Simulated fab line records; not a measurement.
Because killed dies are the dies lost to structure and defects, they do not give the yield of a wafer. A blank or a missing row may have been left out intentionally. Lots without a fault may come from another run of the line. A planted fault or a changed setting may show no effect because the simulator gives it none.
fab line records + flow nandHarc
record:
- lots: 6
- wafers: 18
- lastDay: 24
route steps=1159 shown A_BLC@967 END@1159
lots untouched by any fault: they come from a run of this same line in which no faults occurred
startH: hours from the record's opening day to when the first of the lot's shown wafers began + waitH: hours elapsed since this lot's preceding step + " repeats the value in the row above + L1.1+2: several wafers, shown together as one row + - no value, or no start given + * or withheld: withheld + < > ~ a bound
route shown NAME@n: names a module that has steps shown in the file, with the first one's number in the route + usual: mean/standard deviation of fault-free wafers + same: alike in all rows + chamber/n: place in a boat + sites: readings site by site + _std_site: the standard deviation of these + _edge_site: outer sites' mean less inner sites' + radiusMm: for every site, how far away it sits from the centre of the wafer + mask NAME#n: copy n + behind: tool/chamber where the wafer was last shaped + hold: reason for holding the lot/hours on hold/outcome of the hold + device: whichever transistor did not switch (one of n, p or np) + end of line: the tests these same wafers got at the end of their route + a step given without rows: its recipe and nothing more + killed: the dies lost at the first sort to structure and to defects; this is not the yield of the wafer + map: shows each die of a wafer: x if killed, . if not, _ if none is there
set.NAME: the run value of the setting; set.NAME@STEP: its run value at that earlier step + model.NAME: the simulator's own value behind a step, which no gauge read
lots at some steps of the route; a table a step, a row a wafer
services: when a tool's chamber went out of use (startH, in hours from the record's first day, below 0 if earlier), for how many hours, and the reason
== steps ==
step: NHARC_A_BLC_COAT_03
recipe:
- tempC: 225
- timeS: 65
step: NHARC_A_BLC_COAT_04
recipe:
- spinRpm: 1500
- resistThkNm: 90
step: NHARC_A_BLC_SOFTBAKE_05
recipe:
- tempC: 105
- timeS: 55
step: NHARC_A_BLC_EBR_06
step: NHARC_A_BLC_EXPOSE_07
recipe:
- na: 1.35
- targetCdNm: 100
- doseMj: 67.97
- maskId: A_BLC
step: NHARC_A_BLC_PEB_08
recipe:
- pebTempC: 100
- pebTimeS: 65
step: NHARC_A_BLC_DEVELOP_09
recipe:
- developTimeS: 35
- devTempC: 23
step: NHARC_A_BLC_CD_MEAS_10
recipe:
- targetCdNm: 100
- landingEnergyEv: 500
usual:
- cdNm: 100.1/0.74
| lot.wafer | tool     | chamber | startH | waitH | cdNm  |
|-----------|----------|---------|--------|-------|-------|
| L331.1    | cdSem-03 | 0       | 422.84 | -     | 99.3  |
| L331.2    | "        | 0       | "      | "     | 99.9  |
| L331.4    | "        | 0       | "      | "     | 99.6  |
| L334.2    | cdSem-01 | 0       | 433.35 | -     | 99.9  |
| L334.4    | "        | 0       | "      | "     | 99.2  |
| L334.6    | "        | 0       | "      | "     | 99.4  |
| L338.1    | cdSem-02 | 0       | 446.56 | -     | 100.8 |
| L338.3    | "        | 0       | "      | "     | 100.8 |
| L338.5    | "        | 0       | "      | "     | 101.8 |
| L349.1    | cdSem-02 | 0       | 503.82 | -     | 99.0  |
| L349.3    | "        | 0       | "      | "     | 99.3  |
| L349.4    | "        | 0       | "      | "     | 98.7  |
| L347.1    | cdSem-01 | 0       | 504.13 | -     | 99.3  |
| L347.4    | "        | 0       | "      | "     | 98.9  |
| L347.6    | "        | 0       | "      | "     | 100.1 |
| L351.3    | cdSem-01 | 0       | 523.94 | -     | 101.0 |
| L351.5    | "        | 0       | "      | "     | 101.5 |
| L351.6    | "        | 0       | "      | "     | 101.6 |
step: NHARC_A_BLC_OVL_MEAS_11
usual:
- overlayXNm: 0.2/0.73
- overlayYNm: 0.1/0.89
| lot.wafer | tool       | chamber | startH | waitH | overlayXNm | overlayYNm |
|-----------|------------|---------|--------|-------|------------|------------|
| L331.1    | overlay-02 | -       | 422.94 | -     | -0.9       | -0.6       |
| L331.2    | "          | -       | "      | "     | -1.1       | -0.9       |
| L331.4    | "          | -       | "      | "     | -1.1       | -0.7       |
| L334.2    | overlay-02 | -       | 433.44 | -     | 0.4        | 0.2        |
| L334.4    | "          | -       | "      | "     | -0.3       | 0.5        |
| L334.6    | "          | -       | "      | "     | 0.4        | 0.6        |
| L338.1    | overlay-01 | -       | 446.65 | -     | 0.3        | -0.1       |
| L338.3    | "          | -       | "      | "     | 0.5        | 0.6        |
| L338.5    | "          | -       | "      | "     | 0.6        | 0.6        |
| L349.1    | overlay-02 | -       | 503.91 | -     | -0.1       | -0.2       |
| L349.3    | "          | -       | "      | "     | -0.4       | 0.3        |
| L349.4    | "          | -       | "      | "     | -0.3       | 0.5        |
| L347.1    | overlay-01 | -       | 504.22 | -     | 0.1        | -0.4       |
| L347.4    | "          | -       | "      | "     | -0.1       | -1.0       |
| L347.6    | "          | -       | "      | "     | 0.1        | -1.3       |
| L351.3    | overlay-01 | -       | 524.02 | -     | 0.9        | -0.9       |
| L351.5    | "          | -       | "      | "     | 0.6        | 0.1        |
| L351.6    | "          | -       | "      | "     | 0.4        | -0.9       |
step: NHARC_A_BLC_INSPECT_12
usual:
- rawDefectCount: 33/15
| lot.wafer | tool             | chamber | startH | waitH | rawDefectCount |
|-----------|------------------|---------|--------|-------|----------------|
| L331.1    | defectInspect-01 | -       | 422.97 | 0.0   | 22             |
| L331.2    | "                | -       | "      | "     | 27             |
| L331.4    | "                | -       | "      | "     | 21             |
| L334.2    | defectInspect-01 | -       | 433.47 | 0.0   | 45             |
| L334.4    | "                | -       | "      | "     | 41             |
| L334.6    | "                | -       | "      | "     | 39             |
| L338.1    | defectInspect-02 | -       | 446.69 | 0.0   | 30             |
| L338.3    | "                | -       | "      | "     | 24             |
| L338.5    | "                | -       | "      | "     | 36             |
| L349.1    | defectInspect-01 | -       | 503.95 | 0.0   | 13             |
| L349.3    | "                | -       | "      | "     | 23             |
| L349.4    | "                | -       | "      | "     | 17             |
| L347.1    | defectInspect-02 | -       | 504.25 | 0.0   | 48             |
| L347.4    | "                | -       | "      | "     | 58             |
| L347.6    | "                | -       | "      | "     | 59             |
| L351.3    | defectInspect-02 | -       | 524.06 | 0.0   | 37             |
| L351.5    | "                | -       | "      | "     | 47             |
| L351.6    | "                | -       | "      | "     | 34             |
step: NHARC_A_BLC_DESCUM_15
recipe:
- timeS: 3
- o2FlowSccm: 200
- arFlowSccm: 0
- biasPowerW: 0
- chemistry: O2
usual:
- drypumpMotorCurrentA: 5.7/0.38
- o2FlowSccm: 200.0/0.6
- oesProductAu: 0.998/0.014
- rfVppV: 57.6/0.87
- showerheadPlenumPTorr: 1.89/0.087
- throttleValvePct: 11.312/0.0086
| lot.wafer | tool       | chamber | startH | waitH | drypumpMotorCurrentA | o2FlowSccm | oesProductAu | rfHoursCounterH | rfVppV | showerheadPlenumPTorr | throttleValvePct |
|-----------|------------|---------|--------|-------|----------------------|------------|--------------|-----------------|--------|-----------------------|------------------|
| L331.4    | rieDiel-04 | 0       | 423.03 | 0.1   | 6.3                  | 200.1      | 0.990        | 12              | 58.3   | 2.01                  | 11.305           |
| L331.2    | "          | 1       | "      | "     | 5.5                  | 200.6      | 0.987        | 11              | 58.3   | 2.00                  | 11.312           |
| L331.1    | "          | 2       | "      | "     | 6.0                  | 199.7      | 1.013        | 12              | 57.4   | 1.82                  | 11.298           |
| L334.4    | rieDiel-04 | 3       | 433.55 | 0.1   | 5.5                  | 200.4      | 0.994        | 13              | 56.6   | 1.78                  | 11.331           |
| L334.2    | "          | 0       | "      | "     | 6.3                  | 199.1      | 0.987        | 13              | 58.1   | 2.01                  | 11.299           |
| L334.6    | "          | 1       | "      | "     | 5.5                  | 199.8      | 0.985        | -               | 58.0   | 2.00                  | 11.314           |
| L338.1    | rieDiel-12 | 1       | 446.75 | 0.1   | 5.3                  | 199.9      | 1.001        | 6               | 56.5   | 1.89                  | 11.306           |
| L338.3    | "          | 0       | "      | "     | 6.0                  | 199.9      | 0.975        | 5               | 57.4   | 1.78                  | 11.308           |
| L338.5    | "          | 2       | "      | "     | 5.2                  | 199.9      | 1.001        | -               | 57.4   | 1.98                  | 11.306           |
| L349.1    | rieDiel-04 | 0       | 504.01 | 0.1   | 6.3                  | 200.2      | 0.995        | 2               | 57.4   | 2.01                  | 11.325           |
| L349.4    | "          | 1       | "      | "     | 5.5                  | 200.3      | 0.992        | 3               | 57.9   | 1.99                  | 11.319           |
| L349.3    | "          | 3       | "      | "     | 5.5                  | 200.9      | 1.010        | 4               | 56.1   | 1.78                  | 11.315           |
| L347.1    | rieDiel-12 | 2       | 504.33 | 0.1   | 5.2                  | 199.3      | 0.991        | 13              | 58.5   | 1.98                  | 11.309           |
| L347.6    | "          | 0       | "      | "     | 5.9                  | 200.7      | 0.986        | -               | 56.2   | 1.78                  | 11.318           |
| L347.4    | "          | 3       | "      | "     | 6.0                  | 199.9      | 0.989        | -               | 57.3   | 1.86                  | 11.316           |
| L351.3    | rieDiel-10 | 2       | 524.12 | 0.1   | 5.3                  | 200.2      | 1.032        | 59              | 57.1   | 1.85                  | 11.306           |
| L351.6    | "          | 2       | "      | "     | 5.3                  | 200.6      | 1.018        | -               | 58.4   | 1.85                  | 11.323           |
| L351.5    | "          | 1       | "      | "     | 5.1                  | 199.9      | 1.045        | -               | 56.7   | 1.94                  | 11.312           |
step: NHARC_A_BLC_ETCH_16
recipe:
- targetDepthA: 390
- overEtchFrac: 0.3
- timeS: 65
- ionEnergyEv: 80
- cf4FlowSccm: 150
- arFlowSccm: 0
- rfW: 300
- biasW: 100
- chemistry: CF4
usual:
- biasW: 100.03/0.3
- cf4FlowSccm: 150.0/0.45
- drypumpMotorCurrentA: 5.7/0.38
- oesProductAu: 0.998/0.013
- rfVppV: 151.1/1.2
- showerheadPlenumPTorr: 1.75/0.075
- throttleValvePct: 13.284/0.0086
| lot.wafer | tool       | chamber | startH | waitH | biasW  | cf4FlowSccm | drypumpMotorCurrentA | oesProductAu | rfHoursCounterH | rfVppV | showerheadPlenumPTorr | throttleValvePct |
|-----------|------------|---------|--------|-------|--------|-------------|----------------------|--------------|-----------------|--------|-----------------------|------------------|
| L331.2    | rieDiel-04 | 3       | 423.12 | 0.1   | 99.76  | 149.6       | 5.5                  | 0.992        | 12              | 150.6  | 1.66                  | 13.290           |
| L331.4    | "          | 0       | "      | "     | 100.20 | 149.2       | 6.3                  | 0.994        | 12              | 154.3  | 1.85                  | 13.278           |
| L331.1    | "          | 1       | "      | "     | 100.09 | 148.6       | 5.5                  | 0.982        | 11              | 151.9  | 1.84                  | 13.287           |
| L334.2    | rieDiel-04 | 0       | 433.62 | 0.1   | 100.44 | 150.6       | 6.3                  | 0.994        | 13              | 152.4  | 1.85                  | 13.283           |
| L334.4    | "          | 3       | "      | "     | 99.50  | 149.8       | 5.5                  | 0.996        | 13              | 149.4  | 1.66                  | 13.280           |
| L334.6    | "          | 1       | "      | "     | 99.52  | 149.3       | 5.5                  | 1.009        | -               | 151.2  | 1.84                  | 13.286           |
| L338.1    | rieDiel-12 | 0       | 446.84 | 0.1   | 99.95  | 150.9       | 6.0                  | 0.978        | 5               | 150.6  | 1.65                  | 13.274           |
| L338.3    | "          | 2       | "      | "     | 100.16 | 150.1       | 5.2                  | 0.996        | 5               | 150.9  | 1.82                  | 13.290           |
| L338.5    | "          | 0       | "      | "     | 99.87  | 150.8       | 6.0                  | 0.983        | -               | 149.8  | 1.65                  | 13.273           |
| L349.1    | rieDiel-04 | 3       | 504.10 | 0.1   | 100.00 | 150.0       | 5.5                  | 1.009        | 4               | 150.2  | 1.66                  | 13.280           |
| L349.3    | "          | 0       | "      | "     | 99.89  | 149.3       | 6.3                  | 1.003        | 2               | 151.8  | 1.85                  | 13.284           |
| L349.4    | "          | 1       | "      | "     | 100.12 | 150.8       | 5.5                  | 0.989        | 3               | 151.7  | 1.84                  | 13.280           |
| L347.1    | rieDiel-12 | 3       | 504.43 | 0.1   | 100.02 | 149.5       | 6.0                  | 0.985        | 12              | 150.9  | 1.72                  | 13.277           |
| L347.4    | "          | 2       | "      | "     | 100.05 | 150.0       | 5.2                  | 0.995        | -               | 151.6  | 1.82                  | 13.280           |
| L347.6    | "          | 0       | "      | "     | 99.98  | 150.1       | 6.0                  | 0.984        | -               | 150.0  | 1.65                  | 13.272           |
| L351.3    | rieDiel-10 | 1       | 524.30 | 0.2   | 100.02 | 149.9       | 5.1                  | 1.024        | 63              | 152.7  | 1.80                  | 13.285           |
| L351.5    | "          | 1       | "      | "     | 99.88  | 150.5       | 5.1                  | 1.007        | -               | 150.9  | 1.80                  | 13.276           |
| L351.6    | "          | 2       | "      | "     | 100.68 | 150.7       | 5.3                  | 1.007        | -               | 150.6  | 1.71                  | 13.275           |
step: NHARC_A_BLC_ETCH_17
recipe:
- targetDepthA: 3900
- overEtchFrac: 0.25
- timeS: 609.38
- ionEnergyEv: 200
- n2FlowSccm: 150
- h2FlowSccm: 150
- arFlowSccm: 0
- rfW: 400
- biasW: 150
- chemistry: N2/H2
usual:
- biasW: 150.1/0.45
- chamberPressureMTorr: 30.004/0.027
- drypumpMotorCurrentA: 5.7/0.38
- oesProductAu: 0.998/0.013
- rfVppV: 430.3/2.8
- showerheadPlenumPTorr: 2.03/0.095
- throttleValvePct: 14.170/0.0092
| lot.wafer | tool       | chamber | startH | waitH | biasW | chamberPressureMTorr | drypumpMotorCurrentA | oesProductAu | rfHoursCounterH | rfVppV | showerheadPlenumPTorr | throttleValvePct |
|-----------|------------|---------|--------|-------|-------|----------------------|----------------------|--------------|-----------------|--------|-----------------------|------------------|
| L331.1    | rieDiel-04 | 1       | 423.21 | -     | 150.0 | 30.019               | 5.5                  | 0.985        | 12              | 432.4  | 2.13                  | 14.173           |
| L331.2    | "          | 3       | "      | "     | 149.4 | 29.998               | 5.5                  | 1.006        | 12              | 425.7  | 1.90                  | 14.181           |
| L331.4    | "          | 0       | "      | "     | 149.9 | 30.046               | 6.3                  | 0.987        | 12              | 434.0  | 2.14                  | 14.175           |
| L334.4    | rieDiel-04 | 2       | 433.80 | -     | 150.1 | 30.032               | 6.0                  | 1.019        | 14              | 426.1  | 1.94                  | 14.175           |
| L334.2    | "          | 3       | "      | "     | 150.1 | 30.009               | 5.5                  | 1.003        | 13              | 426.1  | 1.90                  | 14.149           |
| L334.6    | "          | 0       | "      | "     | 150.3 | 30.054               | 6.3                  | 0.996        | -               | 433.5  | 2.14                  | 14.172           |
| L338.1    | rieDiel-12 | 2       | 446.92 | -     | 150.1 | 29.999               | 5.2                  | 1.005        | 5               | 432.0  | 2.11                  | 14.168           |
| L338.3    | "          | 3       | "      | "     | 150.3 | 29.973               | 6.0                  | 0.992        | 5               | 428.6  | 1.98                  | 14.170           |
| L338.5    | "          | 3       | "      | "     | 149.8 | 30.010               | 6.0                  | 0.986        | -               | 430.0  | 1.98                  | 14.156           |
| L349.3    | rieDiel-04 | 0       | 504.19 | -     | -     | -                    | -                    | -            | -               | -      | -                     | -                |
| L349.1    | "          | 1       | "      | "     | -     | -                    | -                    | -            | -               | -      | -                     | -                |
| L349.4    | "          | 3       | "      | "     | -     | -                    | -                    | -            | -               | -      | -                     | -                |
| L347.1    | rieDiel-12 | 2       | 504.64 | -     | -     | -                    | -                    | -            | -               | -      | -                     | -                |
| L347.4    | "          | 3       | "      | "     | -     | -                    | -                    | -            | -               | -      | -                     | -                |
| L347.6    | "          | 0       | "      | "     | -     | -                    | -                    | -            | -               | -      | -                     | -                |
| L351.3    | rieDiel-10 | 2       | 524.41 | -     | 150.2 | 29.998               | 5.3                  | 1.009        | 59              | 430.0  | 1.97                  | 14.172           |
| L351.5    | "          | 2       | "      | "     | 150.3 | 30.022               | 5.3                  | 1.008        | -               | 426.8  | 1.97                  | 14.164           |
| L351.6    | "          | 1       | "      | "     | 149.9 | 29.976               | 5.1                  | 1.012        | -               | 431.4  | 2.07                  | 14.175           |
step: NHARC_A_BLC_ETCH_18
recipe:
- targetDepthA: 9100
- c4f8FlowSccm: 20
- o2FlowSccm: 10
- arFlowSccm: withheld
- rfW: 600
- biasW: 1500
- chemistry: C4F8/O2/Ar
usual:
- biasW: 1500/4.7
- chamberPressureMTorr: 24.997/0.024
- oesProductAu: 0.947/0.023
- rfVppV: 977/6.1
| lot.wafer | tool       | chamber | startH | waitH | biasW | chamberPressureMTorr | oesProductAu | rfHoursCounterH | rfVppV |
|-----------|------------|---------|--------|-------|-------|----------------------|--------------|-----------------|--------|
| L331.1    | rieDiel-04 | 3       | -      | -     | 1502  | 25.006               | 0.917        | 12              | 969    |
| L331.4    | "          | 1       | "      | "     | 1496  | 24.979               | 0.918        | 12              | 983    |
| L331.2    | "          | 2       | "      | "     | 1502  | 25.011               | 0.928        | 13              | 972    |
| L334.2    | rieDiel-04 | 1       | -      | -     | 1504  | 24.981               | 0.945        | 13              | 984    |
| L334.4    | "          | 0       | "      | "     | 1501  | 24.986               | 0.967        | 13              | 983    |
| L334.6    | "          | 1       | "      | "     | 1504  | 25.030               | 0.941        | -               | 985    |
| L338.3    | rieDiel-12 | 1       | -      | -     | 1495  | 25.016               | 0.944        | 6               | 978    |
| L338.1    | "          | 2       | "      | "     | 1495  | 25.000               | 0.955        | 5               | 983    |
| L338.5    | "          | 3       | "      | "     | 1499  | 25.003               | 0.959        | -               | 975    |
| L349.4    | rieDiel-04 | 3       | -      | -     | 1511  | 24.942               | 0.963        | 4               | 968    |
| L349.1    | "          | 1       | "      | "     | 1500  | 25.040               | 0.949        | 4               | 985    |
| L349.3    | "          | 2       | "      | "     | 1504  | 25.029               | 0.982        | 4               | 970    |
| L347.1    | rieDiel-12 | 0       | -      | -     | 1507  | 24.990               | 0.917        | 12              | 969    |
| L347.4    | "          | 3       | "      | "     | 1501  | 24.987               | 0.909        | -               | 974    |
| L347.6    | "          | 0       | "      | "     | 1509  | 24.951               | 0.907        | -               | 969    |
| L351.3    | rieDiel-10 | 1       | -      | -     | 1496  | 24.966               | 0.947        | 63              | 981    |
| L351.5    | "          | 2       | "      | "     | 1496  | 25.013               | 0.938        | -               | 973    |
| L351.6    | "          | 1       | "      | "     | 1493  | 24.948               | 0.955        | -               | 980    |
step: NHARC_END_SORT_01
recipe:
- tempC: 25
usual:
- killedAtArray: 29/11
- killedAtOther: 0.7/1.1
- killedAtPeriphery: 2.9/2.2
- killedDies: 33/11
- killedOpen: 3.1/1.8
- killedShort: 1.9/1.4
same:
- grossDies: 677
| lot.wafer | tool      | chamber | startH | waitH | killedAtArray | killedAtOther | killedAtPeriphery | killedDies | killedOpen | killedShort |
|-----------|-----------|---------|--------|-------|---------------|---------------|-------------------|------------|------------|-------------|
| L349.1    | prober-02 | 0       | 555.24 | 2.5   | 671           | 0             | 6                 | 677        | 4          | 0           |
| L349.3    | prober-02 | 0       | 556.84 | 3.1   | 676           | 0             | 1                 | 677        | 1          | 1           |
| L349.4    | prober-02 | 0       | 557.64 | 3.4   | 672           | 0             | 5                 | 677        | 3          | 3           |
| L347.1    | prober-01 | 0       | 555.24 | 2.5   | 672           | 1             | 4                 | 677        | 5          | 2           |
| L347.4    | prober-01 | 0       | 557.64 | 3.4   | 676           | 0             | 1                 | 677        | 5          | 0           |
| L347.6    | prober-01 | 0       | 559.24 | 4.0   | 676           | 0             | 1                 | 677        | 2          | 1           |
killed by level:class
L349.1 A_BLC:areaEtch=659 A_CONTACT:chamberFilmFlake=5 P_M0:chamberFilmFlake=2 A_CHANNEL_HOLE_D1:chamberFilmFlake=2 P_CONTACT:geometricParticle:open=1 P_M0:geometricParticle:open=1 P_M2:geometricParticle:open=1 A_CHANNEL_HOLE_D1:geometricParticle:open=1
L347.1 A_BLC:areaEtch=629 A_CHANNEL_HOLE_D1:chamberFilmFlake=15 A_SLIT:chamberFilmFlake=12 A_STAIRCASE:chamberFilmFlake=4 A_CONTACT:chamberFilmFlake=4 A_M1:chamberFilmFlake=3 P_M0:geometricParticle:open=2 A_SOURCE_PLATE:geometricParticle:open=2
L349.3 A_BLC:areaEtch=653 A_CHANNEL_HOLE_D1:chamberFilmFlake=5 A_CHANNEL_FILL_D1:chamberFilmFlake=4 A_WL_FILL:chamberFilmFlake=3 A_CONTACT:chamberFilmFlake=3 A_M1:chamberFilmFlake=3 A_SLIT:chamberFilmFlake=2 A_ONON_D1:geometricParticle:short=1
L349.4 A_BLC:areaEtch=651 A_CHANNEL_HOLE_D1:chamberFilmFlake=8 A_STAIRCASE:chamberFilmFlake=4 A_M1:chamberFilmFlake=3 A_WL_FILL:geometricParticle:open=2 P_STI:chamberFilmFlake=2 P_CONTACT:geometricParticle:short=1 P_M0:geometricParticle:short=1
L347.4 A_BLC:areaEtch=625 A_CHANNEL_HOLE_D1:chamberFilmFlake=24 A_SLIT:chamberFilmFlake=15 A_WL_FILL:chamberFilmFlake=3 A_CONTACT:chamberFilmFlake=2 A_M1:chamberFilmFlake=2 P_M0:geometricParticle:open=1 A_CONTACT:geometricParticle:open=1
L347.6 A_BLC:areaEtch=626 A_CHANNEL_HOLE_D1:chamberFilmFlake=18 A_SLIT:chamberFilmFlake=18 A_CONTACT:chamberFilmFlake=4 A_M1:chamberFilmFlake=4 A_CHANNEL_FILL_D1:geometricParticle:open=2 A_CHANNEL_FILL_D1:chamberFilmFlake=2 A_WL_FILL:geometricParticle:short=1
map L347.1 (x killed, . not)
____________x____________
_________xxxxxxx_________
_______xxxxxxxxxxx_______
______xxxxxxxxxxxxx______
_____xxxxxxxxxxxxxxx_____
____xxxxxxxxxxxxxxxxx____
____xxxxxxxxxxxxxxxxx____
___xxxxxxxxxxxxxxxxxxx___
___xxxxxxxxxxxxxxxxxxx___
__xxxxxxxxxxxxxxxxxxxxx__
__xxxxxxxxxxxxxxxxxxxxx__
_xxxxxxxxxxxxxxxxxxxxxxx_
_xxxxxxxxxxxxxxxxxxxxxxx_
_xxxxxxxxxxxxxxxxxxxxxxx_
_xxxxxxxxxxxxxxxxxxxxxxx_
_xxxxxxxxxxxxxxxxxxxxxxx_
xxxxxxxxxxxxxxxxxxxxxxxxx
xxxxxxxxxxxxxxxxxxxxxxxxx
xxxxxxxxxxxxxxxxxxxxxxxxx
xxxxxxxxxxxxxxxxxxxxxxxxx
xxxxxxxxxxxxxxxxxxxxxxxxx
_xxxxxxxxxxxxxxxxxxxxxxx_
_xxxxxxxxxxxxxxxxxxxxxxx_
_xxxxxxxxxxxxxxxxxxxxxxx_
_xxxxxxxxxxxxxxxxxxxxxxx_
_xxxxxxxxxxxxxxxxxxxxxxx_
__xxxxxxxxxxxxxxxxxxxxx__
__xxxxxxxxxxxxxxxxxxxxx__
___xxxxxxxxxxxxxxxxxxx___
___xxxxxxxxxxxxxxxxxxx___
____xxxxxxxxxxxxxxxxx____
____xxxxxxxxxxxxxxxxx____
_____xxxxxxxxxxxxxxx_____
______xxxxxxxxxxxxx______
_______xxxxxxxxxxx_______
_________xxxxxxx_________
____________x____________
map L349.1 (x killed, . not)
____________x____________
_________xxxxxxx_________
_______xxxxxxxxxxx_______
______xxxxxxxxxxxxx______
_____xxxxxxxxxxxxxxx_____
____xxxxxxxxxxxxxxxxx____
____xxxxxxxxxxxxxxxxx____
___xxxxxxxxxxxxxxxxxxx___
___xxxxxxxxxxxxxxxxxxx___
__xxxxxxxxxxxxxxxxxxxxx__
__xxxxxxxxxxxxxxxxxxxxx__
_xxxxxxxxxxxxxxxxxxxxxxx_
_xxxxxxxxxxxxxxxxxxxxxxx_
_xxxxxxxxxxxxxxxxxxxxxxx_
_xxxxxxxxxxxxxxxxxxxxxxx_
_xxxxxxxxxxxxxxxxxxxxxxx_
xxxxxxxxxxxxxxxxxxxxxxxxx
xxxxxxxxxxxxxxxxxxxxxxxxx
xxxxxxxxxxxxxxxxxxxxxxxxx
xxxxxxxxxxxxxxxxxxxxxxxxx
xxxxxxxxxxxxxxxxxxxxxxxxx
_xxxxxxxxxxxxxxxxxxxxxxx_
_xxxxxxxxxxxxxxxxxxxxxxx_
_xxxxxxxxxxxxxxxxxxxxxxx_
_xxxxxxxxxxxxxxxxxxxxxxx_
_xxxxxxxxxxxxxxxxxxxxxxx_
__xxxxxxxxxxxxxxxxxxxxx__
__xxxxxxxxxxxxxxxxxxxxx__
___xxxxxxxxxxxxxxxxxxx___
___xxxxxxxxxxxxxxxxxxx___
____xxxxxxxxxxxxxxxxx____
____xxxxxxxxxxxxxxxxx____
_____xxxxxxxxxxxxxxx_____
______xxxxxxxxxxxxx______
_______xxxxxxxxxxx_______
_________xxxxxxx_________
____________x____________
== services ==
| tool       | chamber | startH | hours | kind      |
|------------|---------|--------|-------|-----------|
| rieDiel-04 | 2       | 413.84 | 2.1   | repair    |
| rieDiel-04 | 0       | 420.52 | -     | clean     |
| rieDiel-04 | 1       | 420.52 | -     | clean     |
| rieDiel-04 | 2       | 420.52 | -     | clean     |
| rieDiel-04 | 3       | 420.52 | -     | clean     |
| rieDiel-04 | 3       | 436.30 | 6.1   | repair    |
| rieDiel-04 | 0       | 445.02 | -     | clean     |
| rieDiel-04 | 1       | 445.02 | -     | clean     |
| rieDiel-04 | 2       | 445.02 | -     | clean     |
| rieDiel-04 | 3       | 445.02 | -     | clean     |
| rieDiel-10 | 2       | 449.50 | 3.9   | repair    |
| rieDiel-04 | -       | 466.02 | 9.0   | pm        |
| rieDiel-04 | 0       | 466.02 | 9.0   | ventCycle |
| rieDiel-04 | 1       | 466.02 | 9.0   | ventCycle |
| rieDiel-04 | 2       | 466.02 | 9.0   | ventCycle |
| rieDiel-04 | 3       | 466.02 | 9.0   | ventCycle |
| rieDiel-04 | 0       | 475.02 | -     | clean     |
| rieDiel-04 | 1       | 475.02 | -     | clean     |
| rieDiel-04 | 2       | 475.02 | -     | clean     |
| rieDiel-04 | 3       | 475.02 | -     | clean     |
| rieDiel-04 | 0       | 490.97 | 9.7   | repair    |
| rieDiel-12 | 1       | 496.25 | 15.7  | repair    |
| rieDiel-10 | 3       | 509.12 | 16.0  | repair    |
| rieDiel-04 | 3       | 512.05 | 7.0   | repair    |
== key ==
firstSign:
- step: NHARC_A_BLC_ETCH_17
- reading: toolRecord
- direction: missing
effect:
- step: NHARC_END_SORT_01
- reading: killedDies
- direction: up
- sigmas: 58
- usual: 33
- struck: 677
moreKillsBornAt:
- NHARC_A_BLC_ETCH_17@rieDiel-04: 1963
- NHARC_A_BLC_ETCH_17@rieDiel-12: 1880
metAt NHARC_A_BLC_ETCH_17
struckWafers L347.1,L347.4,L347.6,L349.1,L349.3,L349.4
laterRowsLeftOut L347.1,L347.4,L347.6,L349.1,L349.3,L349.4
testerLeftOut L347,L349
onsetBetween 446.92 504.19
fault:
- kind: skippedStepWhole
- tool: rieDiel-04,rieDiel-12
- chamber: -
- onsetH: 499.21
- steps: NHARC_A_BLC_ETCH_17
- scope: struckLotsOnly
testerLeftOut: of these lots the tester's yield and bins aren't shown, on N5 and GAA mostly nor the transistor test; their killed dies are dies lost to structure and defects alone, not to doping, threshold or leakage, so they don't give the yield
laterRowsLeftOut: the simulator's readings of these wafers behind a module that went badly wrong aren't trusted and aren't shown, but for the sort
